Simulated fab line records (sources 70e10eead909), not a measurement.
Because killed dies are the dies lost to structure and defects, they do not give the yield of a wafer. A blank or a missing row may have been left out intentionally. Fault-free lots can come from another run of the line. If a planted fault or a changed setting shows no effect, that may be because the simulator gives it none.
Which tool is to blame? + flow nand-harc + 13 lots, 39 wafers sampled, at 4 steps of a route of 1159

## WHAT EACH GAUGE READ, for each wafer
NHARC_THIN_TSV_CD_MEAS_37.
| lot  | measured     | on        | cd-nm (nm)           |
|------|--------------|-----------|----------------------|
| L329 | day 19 09:33 | cd-sem-02 | 5003.0 5006.2 5002.0 |
| L330 | day 19 10:55 | cd-sem-03 | 5000.1 5003.8 4999.0 |
| L333 | day 19 11:35 | cd-sem-03 | 5004.6 5001.6 5003.3 |
| L331 | day 19 15:59 | cd-sem-03 | 4996.1 4999.2 4999.7 |
| L335 | day 20 21:30 | cd-sem-02 | 4997.5 4999.0 5001.0 |
| L337 | day 21 10:22 | cd-sem-01 | 4999.9 5002.4 5003.5 |
| L340 | day 22 23:47 | cd-sem-02 | 5004.7 5005.2 4998.4 |
| L346 | day 23 01:35 | cd-sem-03 | 5002.5 4995.6 4996.0 |
| L344 | day 23 15:58 | cd-sem-02 | 4995.2 5002.7 5004.3 |
| L347 | day 23 21:07 | cd-sem-02 | 5000.7 4999.1 4996.0 |
| L348 | day 24 00:31 | cd-sem-02 | 5003.8 4999.3 5000.2 |
| L350 | day 24 17:35 | cd-sem-01 | 5001.0 5001.9 5001.8 |
| L351 | day 24 21:09 | cd-sem-02 | 4999.1 5004.5 5003.2 |

## EACH LOT AND THE TOOL THAT RAN IT (in order: tool; ch and the chambers of the sampled wafers; start)
| lot  | NHARC_A_M1_STRIP_18                | NHARC_THIN_TSV_PRE_CLEAN_54  | NHARC_THIN_TSV_ETCH_59            |
|------|------------------------------------|------------------------------|-----------------------------------|
| L329 | rie-diel-06 ch 0,1,3, day 17 23:04 | pvd-sputter-01, day 19 06:49 | rie-metal-01 ch 0,1, day 19 08:13 |
| L330 | rie-diel-04 ch 1,2, day 17 23:25   | pvd-sputter-01, day 19 08:33 | rie-metal-03 ch 0,1, day 19 09:46 |
| L333 | rie-diel-04 ch 0,1,3, day 18 01:04 | pvd-sputter-02, day 19 09:13 | rie-metal-01 ch 0,1, day 19 10:28 |
| L331 | rie-diel-04 ch 0,1,3, day 18 09:15 | pvd-sputter-03, day 19 13:32 | rie-metal-03 ch 0,1, day 19 14:49 |
| L335 | rie-diel-12 ch 1,2, day 19 17:47   | pvd-sputter-01, day 20 18:58 | rie-metal-03 ch 0,1, day 20 20:23 |
| L337 | rie-diel-12 ch 0,1,3, day 20 01:18 | pvd-sputter-01, day 21 07:55 | rie-metal-03 ch 0,1, day 21 09:08 |
| L340 | rie-diel-12 ch 1,2,3, day 21 18:42 | pvd-sputter-02, day 22 21:23 | rie-metal-01 ch 0,1, day 22 22:38 |
| L346 | rie-diel-12 ch 1,3, day 21 19:40   | pvd-sputter-02, day 22 22:29 | rie-metal-02 ch 0, day 23 00:16   |
| L344 | rie-diel-12 ch 1,2,3, day 22 10:34 | pvd-sputter-02, day 23 12:22 | rie-metal-02 ch 0,1, day 23 13:47 |
| L347 | rie-diel-04 ch 1,2,3, day 22 16:02 | pvd-sputter-01, day 23 18:34 | rie-metal-02 ch 0,1, day 23 19:58 |
| L348 | rie-diel-12 ch 2,3, day 22 19:49   | pvd-sputter-02, day 23 21:40 | rie-metal-02 ch 0,1, day 23 23:00 |
| L350 | rie-diel-04 ch 0,2,3, day 23 11:22 | pvd-sputter-01, day 24 15:12 | rie-metal-03 ch 0,1, day 24 16:28 |
| L351 | rie-diel-04 ch 0,2,3, day 23 18:11 | pvd-sputter-03, day 24 18:46 | rie-metal-03 ch 0,1, day 24 20:02 |
- NHARC_A_M1_STRIP_18: strips in N2/H2.
- NHARC_THIN_TSV_PRE_CLEAN_54: time 30 s.
- NHARC_THIN_TSV_ETCH_59: etches the open film in Cl2/BCl3, target depth 880 nm, time 138.1 s.

## AS READ BY THE TOOLS THEMSELVES (means over the sampled wafers that have a number; for cases with no such wafer, the mark the record gives instead)
NHARC_A_M1_STRIP_18.
| lot  | tool        | chamber-pressure-mTorr (mTorr) | drypump-motor-current-A (A) | oes-product-au (a.u.) | rf-vpp-V (V) | showerhead-plenum-p-Torr (Torr) | throttle-valve-pct (%) |
|------|-------------|--------------------------------|-----------------------------|-----------------------|--------------|---------------------------------|------------------------|
| L329 | rie-diel-06 | 30.002                         | 5.5                         | 0.995                 | 90.3         | 2.05                            | 14.170                 |
| L330 | rie-diel-04 | 29.974                         | 5.4                         | 0.998                 | 90.4         | 2.14                            | 14.167                 |
| L333 | rie-diel-04 | 30.003                         | 5.4                         | 1.001                 | 90.1         | 2.05                            | 14.167                 |
| L331 | rie-diel-04 | 29.982                         | 5.4                         | 0.996                 | 90.9         | 2.05                            | 14.169                 |
| L335 | rie-diel-12 | 29.985                         | 5.5                         | 0.997                 | 91.0         | 2.11                            | 14.172                 |
| L337 | rie-diel-12 | 30.032                         | 5.6                         | 0.999                 | 90.7         | 2.01                            | 14.173                 |
| L340 | rie-diel-12 | 30.010                         | 5.5                         | 0.999                 | 91.6         | 2.08                            | 14.168                 |
| L346 | rie-diel-12 | 29.973                         | 5.4                         | 1.007                 | 90.9         | 2.05                            | 14.167                 |
| L344 | rie-diel-12 | 29.996                         | 5.5                         | 1.003                 | 90.7         | 2.08                            | 14.177                 |
| L347 | rie-diel-04 | 29.996                         | 5.5                         | 0.994                 | 90.4         | 2.05                            | 14.170                 |
| L348 | rie-diel-12 | 30.002                         | 5.2                         | 0.995                 | 91.0         | 2.07                            | 14.168                 |
| L350 | rie-diel-04 | 30.016                         | 5.7                         | 0.996                 | 90.7         | 2.00                            | 14.170                 |
| L351 | rie-diel-04 | 30.026                         | 5.7                         | 0.987                 | 91.0         | 2.00                            | 14.168                 |

NHARC_THIN_TSV_PRE_CLEAN_54.
| lot  | tool           | heater-power-w (W) |
|------|----------------|--------------------|
| L329 | pvd-sputter-01 | 407                |
| L330 | pvd-sputter-01 | 424                |
| L333 | pvd-sputter-02 | 425                |
| L331 | pvd-sputter-03 | 410                |
| L335 | pvd-sputter-01 | 439                |
| L337 | pvd-sputter-01 | 409                |
| L340 | pvd-sputter-02 | 455                |
| L346 | pvd-sputter-02 | 422                |
| L344 | pvd-sputter-02 | 420                |
| L347 | pvd-sputter-01 | 432                |
| L348 | pvd-sputter-02 | 431                |
| L350 | pvd-sputter-01 | 427                |
| L351 | pvd-sputter-03 | 441                |

NHARC_THIN_TSV_ETCH_59.
| lot  | tool         | chamber-pressure-mTorr (mTorr) | drypump-motor-current-A (A) | oes-product-au (a.u.) | run-length-s (s) | throttle-valve-pct (%) |
|------|--------------|--------------------------------|-----------------------------|-----------------------|------------------|------------------------|
| L329 | rie-metal-01 | 9.998                          | 5.7                         | 1.001                 | 159.7            | 22.265                 |
| L330 | rie-metal-03 | 9.997                          | 6.0                         | 1.004                 | 159.5            | 22.271                 |
| L333 | rie-metal-01 | 10.000                         | 5.7                         | 1.007                 | 159.8            | 22.268                 |
| L331 | rie-metal-03 | 10.007                         | 5.6                         | 1.007                 | 159.8            | 22.261                 |
| L335 | rie-metal-03 | 10.001                         | 5.5                         | 0.997                 | 159.7            | 22.259                 |
| L337 | rie-metal-03 | 10.006                         | 5.5                         | 0.995                 | 159.9            | 22.258                 |
| L340 | rie-metal-01 | 10.002                         | 5.7                         | 1.010                 | 154.6            | 22.263                 |
| L346 | rie-metal-02 | 9.999                          | 6.1                         | 0.992                 | 159.4            | 22.261                 |
| L344 | rie-metal-02 | 10.004                         | 5.6                         | 0.994                 | 159.4            | 22.258                 |
| L347 | rie-metal-02 | 10.002                         | 5.9                         | 0.998                 | 159.4            | 22.272                 |
| L348 | rie-metal-02 | 9.998                          | 5.6                         | 0.999                 | 159.6            | 22.266                 |
| L350 | rie-metal-03 | 9.999                          | 6.0                         | 0.994                 | 159.5            | 22.266                 |
| L351 | rie-metal-03 | 9.992                          | 5.5                         | 0.992                 | 160.0            | 22.258                 |

## THE ANSWER, worked out from the rows above alone
Rule: usual is defined by the lots themselves. The widest of any qualifying gaps counts: lots, ordered by their means at a reading, are off when they make up no more than a third of the lots, leave a main group of 4 or more, and stand apart from it by 3 or more times the standard deviation of that group's means. Not used: any main group whose means are identical at the precision the tables above print for the reading. Also off: a lot with no number at a reading for which 4 or more lots have one. Where the step has rows for the other lots, those lots are counted as sound. First the gauges in route order, then the tools' own readings, where a lot's mean is used as printed above. At the first step where some lot is off, the reading lying furthest off is the one used; lots without a number count as furthest.
Off at NHARC_THIN_TSV_ETCH_59 (run-length-s): L340. The main group has a mean of 159.6 s with a standard deviation of 0.2.
If a tool, at that step or one of the process steps before it, ran each lot that is off and ran no sound lot following the first of them, it fits. One candidate fits, namely rie-metal-01 at NHARC_THIN_TSV_ETCH_59. A fault onset in the window from L333 (day 19 10:28, its last sound lot) to L340 (day 22 22:38, its first lot off) fits.
On the lots that are off, the tool's own readings at NHARC_THIN_TSV_ETCH_59 differ by more than 5 times the standard deviation of the sound lots' means, which bears it out; run-length-s reads 154.6 s there versus 159.6 s on the sound lots.

## WHAT THE SIMULATOR HAD PUT IN
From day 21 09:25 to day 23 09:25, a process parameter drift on rie-metal-01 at NHARC_THIN_TSV_ETCH_59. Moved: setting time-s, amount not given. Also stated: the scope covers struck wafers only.
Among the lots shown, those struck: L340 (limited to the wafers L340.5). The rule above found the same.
